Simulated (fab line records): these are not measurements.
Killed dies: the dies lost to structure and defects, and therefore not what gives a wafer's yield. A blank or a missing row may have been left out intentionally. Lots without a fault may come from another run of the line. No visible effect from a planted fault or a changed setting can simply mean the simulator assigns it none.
fab line records ; flow n5_finfet
[record] lots = 5; wafers = 15; last_day = 17
route steps=1938 shown BEOL_M4@1099 BEOL_M5@1112 BEOL_M7@1322 PASSIVATION@1936
lots that met no fault: taken from a fault-free run of the same line
start_h: the number of hours between the record's first day and the start of the first shown wafer of the lot ; wait_h: hours since the lot's step before ; " same as the row above ; L1.1+2: a single row standing in for several wafers ; - value missing, or start not given ; * or withheld: withheld ; < > ~ a bound
route shown NAME@n: names a module that has steps shown in the file, with the first one's number in the route ; usual: the fault-free wafers' mean and standard deviation ; same: alike in all rows ; chamber/n: place in a boat ; sites: the reading at each site ; _std_site: standard deviation of those values ; _edge_site: outer sites' mean less inner sites' ; radius_mm: for every site, how far away it sits from the centre of the wafer ; mask NAME#n: copy n ; behind: the most recent tool/chamber to have shaped the wafer ; hold: cause of the lot's hold/its duration in hours/its outcome ; device: transistor that didn't switch, given as n, p or np ; end of line: at the end of the route, the tests of the same wafers ; a step given without rows: its recipe and nothing more ; killed: not the wafer's yield, but the dies lost to structure and defects at the first sort ; map: shows each die of a wafer: x if killed, . if not, _ if none is there
set.NAME: the run value of the setting; set.NAME@STEP: its run value at that earlier step ; model.NAME: the simulator's own value behind a step, which no gauge read
certain route steps with their lots: each step a table, each wafer a row
services: a tool's chamber out of use, with start hour (start_h, from the record's first day; less than 0 if before it), hours out, and reason
[[steps]]
[step N5_BEOL_M4_ANNEAL_95]
[recipe] temp_c = 400; time_s = 240; ambient = vacuum
[step N5_BEOL_M4_SPUTTER_96]
[recipe] material = Cu; target_thk_a = 45; temp_c = -20; chamber_pressure_pa = 0.07; power_w = withheld; time_s = 8.29
[step N5_BEOL_M4_ECD_50]
[recipe] material = Cu; target_thk_a = 3000
[step N5_BEOL_M4_ANNEAL_51]
[recipe] temp_c = 225; time_s = 90; ambient = N2
[step N5_BEOL_M4_CMP_52]
[recipe] stop_on = SiOC; t_overpolish_s = 6.8; down_force_psi = 1; platen_rpm = 50; clearing_platen_down_force_psi = 1.5; clearing_platen_rpm = 50; post_cmp_clean = cu_alkaline; target_thk_nm = 40; clearing_platen_pad_velocity_m_s = 0.99484; pad_velocity_m_s = 0.99484
[step N5_BEOL_M4_PRE_CLEAN_60]
[recipe] gas = NH3/H2; time_s = 15; temp_c = *; rf_power_w = 300
[step N5_BEOL_M4_CO_CAP_55]
[recipe] material = Co; target_thk_a = 20; temp_c = 200; precursor = CCTBA/H2; pressure_torr = 30; time_s = 102.1
[step N5_BEOL_M4_PRE_CLEAN_56]
[recipe] gas = NH3; time_s = 15; temp_c = withheld; rf_power_w = 300
[step N5_BEOL_M4_DEP_57]
[recipe] material = SiCN; target_thk_a = 80; temp_c = withheld; precursor = 3MS/NH3; pressure_torr = 3; rf_w = 202; time_s = 14
[step N5_BEOL_M4_RC_MEAS_101]
[usual] DIBL_N = 36.0/2.2; DIBL_P = 35.9/2.6; IOFF_N = 0.16/0.038; IOFF_P = 0.21/0.042; ION_N = 675/15; ION_P = 463/10; SS_N = 71.5/0.62; SS_P = 73.2/0.76; VT_N = 250/4.1; VT_P = -251/3.6
lot.wafer;tool;chamber;start_h;wait_h;DIBL_N[mV/V];DIBL_P[mV/V];IOFF_N[nA/um];IOFF_P[nA/um];ION_N[uA/um];ION_P[uA/um];SS_N[mV/dec];SS_P[mV/dec];VT_N[mV];VT_P[mV]
L592.2;prober-01;0;192.88;0.2;35.1;34.2;0.13;0.18;652;450;72.1;73.2;254;-254
L592.3;prober-01;0;192.88;0.2;29.7;28.3;0.08;0.12;649;450;70.1;70.8;257;-259
L592.4;prober-01;0;192.88;0.2;32.0;30.9;0.09;0.14;629;442;71.3;73.2;259;-257
L595.3;prober-01;0;214.59;0.3;37.3;36.8;0.17;0.23;674;467;72.5;73.3;248;-250
L595.4;prober-01;0;214.59;0.3;34.7;34.1;0.12;0.18;678;471;71.6;73.0;252;-252
L595.6;prober-01;0;214.59;0.3;33.4;33.1;0.12;0.17;682;472;70.7;71.9;252;-253
L597.2;prober-02;0;216.01;0.2;37.0;34.9;0.14;0.16;671;449;71.9;73.1;254;-257
L597.4;prober-02;0;216.01;0.2;36.9;36.5;0.16;0.19;683;458;72.4;73.1;252;-256
L597.6;prober-02;0;216.01;0.2;34.9;33.9;0.11;0.15;661;445;71.1;73.0;256;-257
L596.2;prober-01;0;219.93;0.2;36.3;36.8;0.15;0.20;664;454;71.2;73.4;252;-253
L596.4;prober-01;0;219.93;0.2;34.3;34.1;0.11;0.16;645;447;70.9;72.9;254;-255
L596.6;prober-01;0;219.93;0.2;38.3;38.6;0.19;0.23;676;466;71.9;74.3;251;-250
L611.3;prober-02;0;306.66;0.3;34.1;34.9;0.15;0.21;684;474;71.1;73.1;247;-249
L611.4;prober-02;0;306.66;0.3;32.8;30.7;0.12;0.16;666;459;71.3;71.2;251;-253
L611.5;prober-02;0;306.66;0.3;36.8;37.0;0.20;0.25;690;472;71.9;73.3;244;-245
[step N5_BEOL_M5_ILD_DEP_00]
[recipe] material = SiCOH_lowk; target_thk_a = 1406.4; temp_c = 300; precursor = DEMS/porogen; pressure_torr = 5; rf_w = 500; time_s = 25.9
[step N5_BEOL_M5_CURE_79]
[recipe] temp_c = 385; time_s = 240; ambient = He/Ar; material = SiCOH_lowk
[step N5_BEOL_M5_PECVD_70]
[recipe] material = SiO2; target_thk_a = 160; temp_c = 400; precursor = TEOS/O2; pressure_torr = 5.5; rf_w = 450; teos_flow_sccm = 53.8; gas = O2; flow_sccm = 3000; time_s = 18
[step N5_BEOL_M5_HM_DEP_02]
[recipe] material = TiN; target_thk_a = 200; temp_c = 25; chamber_pressure_pa = 0.49996
[step N5_BEOL_M5_COAT_59]
[recipe] resist = SOC; temp_c = 250; time_s = 60; spin_rpm = 1500; resist_thk_nm = 60
[step N5_BEOL_M5_COAT_60]
[recipe] resist = SiARC; temp_c = 220; time_s = 60; spin_rpm = 1500; resist_thk_nm = 12
[step N5_BEOL_M5_COAT_71]
[recipe] resist = underlayer; temp_c = 205; time_s = 60; spin_rpm = 1500; resist_thk_nm = 5
[step N5_BEOL_M5_COAT_05]
[recipe] resist = CAR-EUV; spin_rpm = 1500; resist_thk_nm = 30
[step N5_BEOL_M5_EBR_07]
[recipe] solvent = PGMEA; ebr_width_mm = 1.5
[step N5_BEOL_M5_SOFTBAKE_06]
[recipe] temp_c = 110; time_s = 60; resist = CAR-EUV
[step N5_BEOL_M5_EXPOSE_08]
[recipe] mask_id = M5; na = 0.33; source_shape = annular; sigma_inner = 0.4; sigma_outer = 0.8; polarization = unpolarized; target_cd_nm = 28; dose_mj = 35.75
[step N5_BEOL_M5_PEB_09]
[recipe] peb_temp_c = 100; peb_time_s = 60; resist = CAR-EUV
[step N5_BEOL_M5_DEVELOP_10]
[recipe] develop_time_s = 30; developer = TMAH; resist = CAR-EUV; rinse_liquid = surfactant_rinse; dry = air_spin; dev_temp_c = 23
[step N5_BEOL_M5_DESCUM_16]
[recipe] chemistry = O2; time_s = 7; source_power_w = 50; bias_power_w = 20; pressure_mtorr = 20; rf_frequency_hz = 2.712e+07; temp_c = 40; resist = CAR-EUV; o2_flow_sccm = 225
[step N5_BEOL_M5_ETCH_72]
[recipe] chemistry = N2/H2; target = underlayer; target_depth_a = 65; mask_material = CAR-EUV; time_s = 5.2; ion_energy_ev = 200; pressure_mtorr = 30; source_w = 840; bias_w = 150; n2_flow_sccm = 200; h2_flow_sccm = 200; ends = cleared
[step N5_BEOL_M5_ETCH_61]
[recipe] chemistry = CF4; target = SiARC; target_depth_a = 156; mask_material = CAR-EUV; time_s = 26; ion_energy_ev = 80; pressure_mtorr = 40; source_w = 545; bias_w = 36; Ar_flow_sccm = 100; cf4_flow_sccm = 100; ends = cleared
[step N5_BEOL_M5_ETCH_62]
[recipe] chemistry = N2/H2; target = SOC; target_depth_a = 750; overetch_a = 150; mask_material = SiARC; temp_c = 40; time_s = 112.5; ion_energy_ev = 200; pressure_mtorr = 30; source_w = 840; bias_w = 150; n2_flow_sccm = 200; h2_flow_sccm = 200
[step N5_BEOL_M5_STRIP_63]
[recipe] chemistry = N2/H2; temp_c = 40; n2_flow_sccm = 200; h2_flow_sccm = 200; rf_frequency_hz = 6e+07
[step N5_BEOL_M5_STRIP_73]
[recipe] chemistry = N2/H2; temp_c = 40; n2_flow_sccm = 200; h2_flow_sccm = 200; rf_frequency_hz = 6e+07
[step N5_BEOL_M5_STRIP_64]
[recipe] chemistry = CF4; resist = SiARC; power_w = 300; bias_power_w = 75; pressure_mtorr = 50; cf4_flow_sccm = 150; rf_frequency_hz = 6e+07
[step N5_BEOL_M5_HM_OPEN_17]
[recipe] chemistry = Cl2/BCl3; target_depth_a = 200; overetch_a = 60; target = TiN; mask_material = SOC; ion_energy_ev = 150; pressure_mtorr = 10; icp_w = 1000; bias_w = 126; Cl2_flow_sccm = 53.25; bcl3_flow_sccm = 21.75; Ar_flow_sccm = 25
[step N5_BEOL_M5_STRIP_19]
[recipe] chemistry = O2; power_w = 400; temp_c = 40; pressure_mtorr = 30; rf_frequency_hz = 6e+07; bias_power_w = 0; overash_fraction = 0.2; o2_flow_sccm = 225
[step N5_BEOL_M5_COAT_65]
[recipe] resist = SOC; temp_c = 250; time_s = 60; spin_rpm = 1500; resist_thk_nm = 60
[step N5_BEOL_M5_COAT_66]
[recipe] resist = SiARC; temp_c = 220; time_s = 60; spin_rpm = 1500; resist_thk_nm = 12
[step N5_BEOL_M7_CVD_78]
[recipe] material = Co; target_thk_a = 20; temp_c = withheld; precursor = CCTBA/H2; pressure_torr = 30; time_s = 142.3
[usual] chamber_pressure_Torr = 30.00/0.062; run_length_s = 165.0/0.36
lot.wafer;tool;chamber;start_h;wait_h;chamber_pressure_Torr;run_length_s
L592.2;cvd_co-01;0;218.45;0.0;29.98;165.4
L592.3;cvd_co-01;2;218.45;0.0;29.99;164.3
L592.4;cvd_co-01;2;218.45;0.0;29.95;165.0
L597.2;cvd_co-01;0;246.64;0.1;-;-
L597.4;cvd_co-01;0;246.64;0.1;-;-
L597.6;cvd_co-01;2;246.64;0.1;-;-
L595.3;cvd_co-02;0;247.30;0.0;-;-
L595.4;cvd_co-02;1;247.30;0.0;-;-
L595.6;cvd_co-02;2;247.30;0.0;-;-
L596.2;cvd_co-01;0;249.18;0.1;-;-
L596.4;cvd_co-01;1;249.18;0.1;-;-
L596.6;cvd_co-01;2;249.18;0.1;-;-
L611.3;cvd_co-02;2;334.92;0.2;29.86;165.5
L611.4;cvd_co-02;0;334.92;0.2;30.01;164.8
L611.5;cvd_co-02;2;334.92;0.2;30.04;164.9
[step N5_BEOL_M7_CMP_52]
[recipe] stop_on = SiCOH_lowk; t_overpolish_s = 6.9; down_force_psi = 1; platen_rpm = 50; clearing_platen_down_force_psi = 1.5; clearing_platen_rpm = 50; post_cmp_clean = cu_alkaline; target_thk_nm = 80; clearing_platen_pad_velocity_m_s = 0.99484; pad_velocity_m_s = 0.99484
[usual] barrier_field_endpoint_s = 28.9/0.72; clearing_platen_down_force_psi = 1.501/0.0031; motor_current_A = 6.3/0.6
lot.wafer;tool;chamber;start_h;wait_h;barrier_field_endpoint_s;clearing_platen_down_force_psi;motor_current_A
L592.4;cmp-03;2;219.28;0.1;27.8;1.504;5.8
L592.2;cmp-03;3;219.28;0.1;28.8;1.498;6.7
L592.3;cmp-03;0;219.28;0.1;28.4;1.503;6.5
L597.2;cmp-01;3;247.28;0.2;26.1;1.498;5.8
L597.4;cmp-01;1;247.28;0.2;26.5;1.499;5.9
L597.6;cmp-01;0;247.28;0.2;26.1;1.499;5.3
L595.3;cmp-04;0;248.03;0.2;25.7;1.500;5.5
L595.4;cmp-04;3;248.03;0.2;26.4;1.501;7.1
L595.6;cmp-04;0;248.03;0.2;25.4;1.501;5.6
L596.4;cmp-04;1;250.58;0.1;26.8;1.503;6.3
L596.2;cmp-04;2;250.58;0.1;26.9;1.501;7.6
L596.6;cmp-04;2;250.58;0.1;26.6;1.501;7.4
L611.4;cmp-04;1;335.80;0.2;27.2;1.504;6.6
L611.3;cmp-04;2;335.80;0.2;27.8;1.502;7.3
L611.5;cmp-04;3;335.80;0.2;28.1;1.502;7.0
[step N5_PASSIVATION_PROBE_49]
[usual] defect_limited_yield = 91.4/1.6; killed_at_M0_to_M3 = 35/10; killed_at_M4_up = 12/4.7; killed_at_contacts = 12/5.8; killed_at_front_end = 38/12; killed_at_other = 4/3.2; killed_dies = 102/18; killed_on_rim = 13/4.2; killed_open = 68/14; killed_short = 32/8; sort_bin_5_function = 5.1/0.96; sort_bin_6_memory = 3.2/0.77; sort_bin_8_speed = 0.1/0.39; sort_n_pass = 1078/20; sort_yield_pct = 91.3/1.7
[same] gross_dies = 1180; killed_at_back_side = 0; sort_bin_4_leakage[%] = 0
lot.wafer;tool;chamber;start_h;wait_h;defect_limited_yield[%];killed_at_M0_to_M3;killed_at_M4_up;killed_at_contacts;killed_at_front_end;killed_at_other;killed_dies;killed_on_rim;killed_open;killed_short;sort_bin_5_function[%];sort_bin_6_memory[%];sort_bin_8_speed[%];sort_n_pass;sort_yield_pct[%]
L592.2;prober-01;-;291.93;0.1;88.4;47;17;10;59;4;137;20;86;50;6.9;4.3;0;1043;88.4
L592.3;prober-01;-;291.98;0.1;88.4;44;9;17;62;5;137;17;80;56;6.3;4.9;0;1043;88.4
L592.4;prober-01;-;292.03;0.2;89.6;28;16;14;58;7;123;16;89;34;5.6;4.6;1.8;1036;87.8
L596.2;prober-02;-;325.64;0.1;16.5;35;865;27;57;1;985;105;88;38;70.3;12.8;0;195;16.5
L596.4;prober-02;-;325.74;0.2;18.8;31;881;7;35;4;958;87;57;29;68.7;12.1;0;222;18.8
L596.6;prober-02;-;325.84;0.3;16.8;40;906;9;26;1;982;152;56;32;70.7;12.2;0;198;16.8
L597.2;prober-01;-;325.68;0.1;16.8;29;919;3;30;1;982;107;54;25;70.0;13.2;0;198;16.8
L597.4;prober-01;-;325.78;0.2;16.5;33;913;2;31;6;985;97;53;26;69.9;13.1;0;195;16.5
L597.6;prober-01;-;325.88;0.3;18.3;18;914;8;22;2;964;151;42;22;69.1;12.5;0;216;18.3
L595.3;prober-01;-;327.68;0.1;18.0;39;895;11;20;3;968;128;49;31;70.2;11.7;0;212;18.0
L595.4;prober-01;-;327.73;0.2;17.0;31;909;6;28;5;979;151;59;21;69.8;13.1;0;201;17.0
L595.6;prober-01;-;327.83;0.3;18.2;22;891;11;39;2;965;152;54;29;68.9;12.6;0;215;18.2
L611.3;prober-02;-;403.87;0.1;91.2;50;3;20;30;1;104;10;65;39;5.4;3.1;0;1076;91.2
L611.4;prober-02;-;403.92;0.2;90.8;34;9;11;53;1;108;14;71;37;5.6;3.4;0;1072;90.8
L611.5;prober-02;-;403.97;0.2;92.2;33;12;17;27;3;92;9;59;31;4.9;2.9;0;1088;92.2
// killed by level:class
L592.2 STI_FIN_REVEAL:geometric_particle:open=15 BEOL_M0_SAQP:geometric_particle:short=15 FIN_SAQP:geometric_particle:open=9 BEOL_M0_SAQP:geometric_particle:open=9 FIN_SAQP:geometric_particle:short=8 MOL_CONTACT_COAG:geometric_particle:open=8 BEOL_M4:geometric_particle:open=7 GATE_CUT:geometric_particle:short=6
L592.3 FIN_SAQP:geometric_particle:open=15 BEOL_M0_SAQP:geometric_particle:short=15 BEOL_M0_SAQP:geometric_particle:open=12 MOL_CONTACT_COAG:geometric_particle:open=12 BEOL_M2:geometric_particle:short=7 DUMMY_GATE:geometric_particle:open=6 ILD0:geometric_particle:short=6 ILD0:geometric_particle:open=5
L592.4 FIN_SAQP:geometric_particle:open=13 STI_FIN_REVEAL:geometric_particle:open=13 MOL_CONTACT_COAG:geometric_particle:open=12 BEOL_M4:geometric_particle:open=9 BEOL_M0_SAQP:geometric_particle:open=7 FIN_SAQP:geometric_particle:short=6 DUMMY_GATE:geometric_particle:open=6 BEOL_M1:geometric_particle:open=6
L596.2 BEOL_M7:area_cvd=522 BEOL_M7:interface_void_opened=337 STI_FIN_REVEAL:geometric_particle:open=24 MOL_CONTACT_COAG:geometric_particle:open=24 BEOL_M0_SAQP:geometric_particle:short=11 FIN_SAQP:geometric_particle:open=9 FIN_SAQP:geometric_particle:short=8 BEOL_M0_SAQP:geometric_particle:open=7
L597.2 BEOL_M7:area_cvd=564 BEOL_M7:interface_void_opened=339 BEOL_M2:geometric_particle:open=11 STI_FIN_REVEAL:geometric_particle:open=7 GATE_CUT:geometric_particle:short=5 BEOL_M2:geometric_particle:short=5 BEOL_M4:geometric_particle:open=5 BEOL_M1:geometric_particle:open=4
L596.4 BEOL_M7:area_cvd=521 BEOL_M7:interface_void_opened=351 STI_FIN_REVEAL:geometric_particle:open=13 BEOL_M0_SAQP:geometric_particle:short=10 BEOL_M3:geometric_particle:open=8 MOL_CONTACT_COAG:geometric_particle:open=6 BEOL_M0_SAQP:geometric_particle:open=6 FIN_SAQP:geometric_particle:short=5
L597.4 BEOL_M7:area_cvd=560 BEOL_M7:interface_void_opened=344 BEOL_M3:geometric_particle:open=9 STI_FIN_REVEAL:geometric_particle:open=7 ILD0:geometric_particle:short=5 BEOL_M0_SAQP:geometric_particle:open=5 BEOL_M2:geometric_particle:open=5 FIN_SAQP:geometric_particle:open=4
L596.6 BEOL_M7:area_cvd=550 BEOL_M7:interface_void_opened=344 BEOL_M0_SAQP:geometric_particle:short=15 BEOL_M0_SAQP:geometric_particle:open=13 STI_FIN_REVEAL:geometric_particle:open=10 BEOL_M3:geometric_particle:open=7 MOL_CONTACT_COAG:geometric_particle:open=5 MOL_CONTACT_COAG:geometric_particle:short=4
L597.6 BEOL_M7:area_cvd=525 BEOL_M7:interface_void_opened=375 MOL_CONTACT_COAG:geometric_particle:open=6 BEOL_M4:geometric_particle:open=6 BEOL_M0_SAQP:geometric_particle:short=5 ILD0:geometric_particle:short=4 BEOL_M6:geometric_particle:open=4 FIN_SAQP:geometric_particle:short=3
L595.3 BEOL_M7:area_cvd=563 BEOL_M7:interface_void_opened=325 BEOL_M0_SAQP:geometric_particle:open=13 BEOL_M3:geometric_particle:open=9 MOL_CONTACT_COAG:geometric_particle:open=8 BEOL_M0_SAQP:geometric_particle:short=8 DUMMY_GATE:geometric_particle:open=5 STARTING-WAFER:geometric_particle:short=5
L595.4 BEOL_M7:area_cvd=552 BEOL_M7:interface_void_opened=346 BEOL_M3:geometric_particle:open=11 STI_FIN_REVEAL:geometric_particle:open=8 BEOL_M0_SAQP:geometric_particle:open=6 BEOL_M0_SAQP:geometric_particle:short=5 MOL_CONTACT_COAG:geometric_particle:open=5 BEOL_M1:geometric_particle:open=5
L595.6 BEOL_M7:area_cvd=541 BEOL_M7:interface_void_opened=341 MOL_CONTACT_COAG:geometric_particle:open=9 GATE_CUT:geometric_particle:open=7 FIN_SAQP:geometric_particle:short=5 BEOL_M2:geometric_particle:open=5 BEOL_M4:geometric_particle:open=5 STI_FIN_REVEAL:geometric_particle:open=4
L611.3 BEOL_M0_SAQP:geometric_particle:short=19 MOL_CONTACT_COAG:geometric_particle:open=15 BEOL_M0_SAQP:geometric_particle:open=14 BEOL_M1:geometric_particle:open=11 FIN_SAQP:geometric_particle:short=7 STI_FIN_REVEAL:geometric_particle:open=7 MOL_CONTACT_COAG:geometric_particle:short=5 FIN_SAQP:geometric_particle:open=3
L611.4 FIN_SAQP:geometric_particle:open=15 BEOL_M0_SAQP:geometric_particle:open=10 FIN_SAQP:geometric_particle:short=8 MOL_CONTACT_COAG:geometric_particle:open=8 BEOL_M0_SAQP:geometric_particle:short=8 STI_FIN_REVEAL:geometric_particle:open=6 BEOL_M3:geometric_particle:open=6 STARTING-WAFER:geometric_particle:short=6
L611.5 MOL_CONTACT_COAG:geometric_particle:open=14 BEOL_M0_SAQP:geometric_particle:open=13 BEOL_M0_SAQP:geometric_particle:short=9 FIN_SAQP:geometric_particle:open=8 FIN_SAQP:geometric_particle:short=7 DUMMY_GATE:geometric_particle:open=4 BEOL_M3:geometric_particle:open=4 MOL_CONTACT_COAG:geometric_particle:short=3
// map L595.4 (x killed, . not)
_________________xxxxxxxxxxxx________________
______________xxxxxxxxxxxxxxxxxx_____________
___________xxxxxxxx.xxxxxxxxxxxxxxx__________
__________xxxxxxxxxxxxxx.xxxxxxxxxxx_________
________xxxxxxx.xxxxxxxx.xxxxxxxxxxxxx_______
_______xxxxxxxxx.xx..xx.xxxxx.xxxxxxxxx______
______xxxxxxxxxxx.xx..xxxxx..xx..xxxxxxx_____
_____xxxxx.xxxxxxxxxxxxxx.x.xxxxxxx.xxxxx____
____xxxxxxxx.x..xxxxxxxx..xxxxx.xxxxxxxxxx___
___xxxxxxxxxxxxxxx.x....xxx.xxxx.xxxxxxxxxx__
___xxxxxxxxx.xx.xxx.x..x.xx.xxx..xxxxxxxxxx__
__xxxxxxxxxxxxxxxxxxx..xxxxx.x...xxxxxxxxxxx_
__xxxxxxxxxxxx.x.xx.x..xx..x.xx..x.xxxxxxxxx_
_xxxxx.xxxxxxxxxxxx...x..x.x.xxxxxx.xxxxxxxxx
_xxxxxxxx.xxxxx.x..x.x....x..x.xx..xxx.x.xxxx
_xxxxxxxxxxxxx.x.xxx.xx.x..xxx..xxxxxxx.xx.xx
_xxxxx.xxxxxxxx.x..x....x.x.xx.x.x..xxxxxxxxx
_xxxxxxxxxxxx....xxx...xx.xx.xxxxx.xxxxx.xxxx
_xxxxxxxxxxxx.xxxxxxxxx.x.xxx...xxxxxxxxxxxxx
_xxxxxxxxxx.xxx..x..xxx..x....xx..xxx.xxxxxxx
_x.xxxxx.xx..xx.xxx..xx.xx.xx....xxx.xxxxxxxx
__xxxxx.xx.xx.x.x.xxxxxxxx.xxx..xxxxxx.x.xxx_
__xxxxxxxx.xxxx.xx.x....x..xxxx.xx.xxxx.xxxx_
___xxxxxxxxxx.xxx.x.x.xx..x.x.xxxxxxxxxxxxx__
___xxxxxxxxxxxxxxxxx.xxxxxxxxxxxxxxxxxxxxxx__
____xxxxxxx.xx.x.x.xxxxx.x.x.xx.xxxxxxxxxx___
_____xxxxxxxxxxx.xxxxx.xx.xx.xxxxxxxxxxxx____
______xxxxxxxxx.xxxxxxxxxxxxx.x.xxxxxxxx_____
_______xxxxxxxxxxxxxxxxxxx.xxxxxxxxxxxx______
________xxxxxxxxxxxxxxxxx.xxxxxxxxxxxx_______
__________xxxxxxxxxxxxxxxxxxxxxxxxxx_________
___________xxxxxxxxxxxxxxxxxxxxxxxx__________
______________xxxxxxxxxxxxxxxxxx_____________
_________________xxxxxxxxxxxx________________
// map L596.2 (x killed, . not)
_________________.x.xx.xxx...________________
______________xxxx..xx.xxx..x.xx_____________
___________xx.xxx.xxx.xxxxxx.xx.xx.__________
__________xxxxxx.xx.xxxxx.xxxxx.x.xx_________
________x.xxxxxxx.xxx.xx..xx..x..xxx.x_______
_______.xxxxxxxx.xx.xxx.xxxxxxxx.x....x______
______x.xxxxxxxx..xxx.xxxxxxxxxx.xx.x.xx_____
_____xxxxxxx.xx.xxxxxx.xxxx.xxxxxx.x..x.x____
____xxxxxxxxxxxxxxxxxxxxxxxxxx..xxxx.x....___
___x.xxxxxxxxxxxxxxxxxxxxxxxxxxxx.xxx.xx.xx__
___x.xxxxxxxxxxxxxxxxxxxxxx.xxx..x.xx....xx__
__.xxx.xxxxxxxxxxxxxxxxxxxx.xxxx..xxxxxx..xx_
__x.xxxxxxxxxxxxxxxxxxx.xxxxxxxxxxx.xxxx.x.._
_xxxxx.xxxxxxxxxxxxxxxxxxxxxxxxxxxx..xxxx.x.x
_xxxx.xxxxxxxxxxxxxxxxxxxxxxxxxxxxxxxx.xx....
_..xxxxxxxxxxxxxxxxxxxxxxxxxxxxx.xxxx.xx..xxx
_xxxxxxxx.xxxxxxxxxxxxxxxxxxxxxxxxx.xxxxx..x.
_xxxxxxxxxxxxxxxxxxxxxxxxxxxx.xx.xx.xxxx.x.x.
_.xxxxxxxxxxxxxxxxxxxxxxxxxxxxxxxxxxxxxx...xx
_xxxxxxx.xxxxxxxxxxxxxxxxxxxxxxxxx.xxxxxxxxx.
_xxxxxx.xxxxxxxxxxxxxxxxxxxxxxxxxxxxx..x.xx.x
__x.xxxxxxxxxxxxxxxxxxxxxxxxxxxxxx..x..xx..._
__..xxxxxxxxxxxxxxxxxxxxxxxxxxxxxxxxxx.xx..x_
___xxxxxxxxxxxxxxxxxxxxxxxx.xxxxxxxxxxxx.x.__
___xxxxxx.xxxxxxxxxxxxxxx.xxxx..xxxxxxx.xx.__
____xxxxxxxxxxxxxxxxxxxxxxxxxxxxx.xxx...xx___
_____.xx.xxxxxxxxxx.xxxxxxxxxx.x..x.x.xxx____
______xxxxxxx.xxxxxxxxxxxx.xxxx.xxx..x.._____
_______xx.xxxxxxxxxxxxx.xxxxxxx.xxxxxx.______
________.xxxx.xxxx.xxxxxxxxx.xxx.xxxxx_______
__________x.xx.xxxxxxxxxxx.xx.xxx.xx_________
___________xxxxxxxxxxx.xxxxxxxxxxxx__________
______________xxxxxx.xx.xx.xxx.._____________
_________________x..x.xxxxxx.________________
[[services]]
tool;chamber;start_h;hours;kind
cmp-01;-;196.02;4.0;pm
cvd_co-02;-;198.93;0.9;repair
cmp-01;-;200.02;-;consumable_replace:conditioner
cmp-01;-;200.02;-;consumable_replace:pad
cmp-04;-;207.57;24.7;pm
cmp-03;-;238.49;1.3;repair
cmp-03;-;245.04;4.0;pm
cmp-03;-;249.04;-;consumable_replace:conditioner
cmp-03;-;249.04;-;consumable_replace:pad
cmp-04;-;253.65;0.9;repair
cvd_co-01;1;260.15;4.1;repair
cmp-04;-;310.99;4.0;pm
cmp-04;-;314.99;-;consumable_replace:conditioner
cmp-04;-;314.99;-;consumable_replace:pad
cvd_co-02;2;319.32;2.0;repair
cvd_co-01;-;329.25;0.4;repair
cvd_co-02;1;333.33;-;clean
cvd_co-02;1;333.33;22.0;scheduled_down
cvd_co-02;1;333.33;22.0;vent_cycle
[[key]]
[first_sign] step = N5_BEOL_M7_CVD_78; reading = tool_record; direction = missing
[effect] step = N5_BEOL_M7_CMP_52; reading = barrier_field_endpoint_s; direction = down; sigmas = 3.6; usual = 28.9; struck = 26.3
[effect] step = N5_PASSIVATION_PROBE_49; reading = killed_at_M4_up; direction = up; sigmas = 99+; usual = 12; struck = 899
[more_kills_born_at] N5_BEOL_M7_CVD_78@cvd_co-01 = 3242; N5_BEOL_M7_CVD_78@cvd_co-02 = 1656
met_at N5_BEOL_M7_CVD_78
struck_wafers L595.3,L595.4,L595.6,L596.2,L596.4,L596.6,L597.2,L597.4,L597.6
later_rows_left_out L595.3,L595.4,L595.6,L596.2,L596.4,L596.6,L597.2,L597.4,L597.6
onset_between 218.45 246.64
[fault] kind = skipped_step_whole; tool = cvd_co-01,cvd_co-02; chamber = -; onset_h = 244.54; steps = N5_BEOL_M7_CVD_78; scope = struck_lots_only
// later_rows_left_out: the simulator's readings of these wafers behind a module that went badly wrong aren't trusted and aren't shown, but for the sort
